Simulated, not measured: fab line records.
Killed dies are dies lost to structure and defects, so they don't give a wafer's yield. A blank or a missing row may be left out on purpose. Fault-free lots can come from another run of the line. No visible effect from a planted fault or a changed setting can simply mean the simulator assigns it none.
A lot that was struck, set against a sound lot | flow nandHarc | 15 out of 1302 route steps
Sound: wafers L306.1, L306.3, L306.4. Wafers struck: L295.2, L295.4, L295.5. At the end, the cause is stated.
Per side, at each step with rows, come the tool, then ch with its chambers, and then its first start. Under that, the readings that differ: sound wafers | struck wafers | difference of the means | sigmas: that difference in standard deviations of wafers without a fault.
alike: readings whose means differ by less than 2 such deviations, and words and numbers that are the same on both sides. not compared: withheld readings, readings that some wafer has no value for, bounds like >300 that may hide the same value, and numbers for which the record gives no deviation and whose values overlap.
The two part at a step that has a row with sigmas, a row that says differs or no value, or rows on one side only. Non-overlapping numbers with no deviation appear without sigmas and do not part them. A reading missing from all wafers of one side parts the sides only when that side holds two or more wafers.

NHARC_A_BLC_ETCH_16: etches the open film in CF4, target depth 39 nm, time 65 s.
  sound on rieDiel-03 ch 1,2,3, day 30 00:55; struck on rieDiel-05 ch 1,2,3, day 24 21:13
  alike: drypumpMotorCurrentA, oesProductAu, rfVppV, showerheadPlenumPTorr, throttleValvePct
  not compared: rfHoursCounterH
NHARC_A_BLC_ETCH_17: etches the open film in N2/H2, target depth 390 nm, time 609.38 s.
  sound: rieDiel-03 ch 1,2,3; struck: rieDiel-05 ch 1,3
  alike: drypumpMotorCurrentA, oesProductAu, rfVppV, showerheadPlenumPTorr, throttleValvePct
  not compared: rfHoursCounterH
then, 1 step without rows for these wafers: NHARC_A_BLC_ETCH_18 (etches the open film in C4F8/O2/Ar, target depth 910 nm).
NHARC_A_BLC_CD_MEAS_19:
  sound on cdSem-02, day 30 01:48; struck on cdSem-03, day 24 22:07
  alike: cdNm
NHARC_A_BLC_STRIP_29: strips in CF4.
  sound on rieDiel-01 ch 0,1,3, day 30 01:53; struck on rieDiel-05 ch 0,1,2, day 24 22:11
  alike: drypumpMotorCurrentA, oesProductAu, rfVppV, showerheadPlenumPTorr, throttleValvePct
  not compared: rfHoursCounterH
then, 2 steps without rows for these wafers: NHARC_A_BLC_STRIP_21 (strips in O2); NHARC_A_BLC_STRIP_22 (strips in post etch residue remover, time 600 s).
NHARC_A_BLC_DEGAS_30: time 60 s.
  sound on pvdSputter-03, day 30 02:25; struck on pvdSputter-02, day 24 22:43
  alike: heaterPowerW
then, 1 step without rows for these wafers: NHARC_A_BLC_PRE_CLEAN_31 (time 15 s).
NHARC_A_BLC_PVD_32: deposits Ti, target thk 5 nm, time 17.7 s.
  sound on pvdSputter-03; struck on pvdSputter-02
  alike: throttleValvePct
then, 2 steps without rows for these wafers: NHARC_A_BLC_ALD_23 (deposits TiN, target thk 3 nm, pulse time 1 s, ald cycles 150); NHARC_A_BLC_CVD_24 (deposits W, target thk 150 nm, time 434 s).
NHARC_A_BLC_CMP_25: polishes, t overpolish 30 s, target thk 150 nm.
  sound on cmp-04 ch 0,1,2, day 30 03:23; struck on cmp-02 ch 0,2, day 24 23:42
  no value came back on the struck wafers for edgeZonePressureFrac, motorCurrentA (A), overpolishRunS (s), timeToEndpointS (s); on the sound wafers edgeZonePressureFrac reads 0.991 1.000 0.994
following that, these wafers have no rows for 1 step: NHARC_A_BLC_SRD_27.
NHARC_A_BLC_INSPECT_28:
  sound on defectInspect-02, day 30 03:47; struck on defectInspect-01, day 25 00:05
reading        | sound       | struck         | difference | sigmas
rawDefectCount | 683 574 499 | 6849 6699 6567 | +6120      | +44

## WHERE THEY PART
First at NHARC_A_BLC_CMP_25; last, within this record, at NHARC_A_BLC_INSPECT_28.

WHY: the cause the simulator had injected
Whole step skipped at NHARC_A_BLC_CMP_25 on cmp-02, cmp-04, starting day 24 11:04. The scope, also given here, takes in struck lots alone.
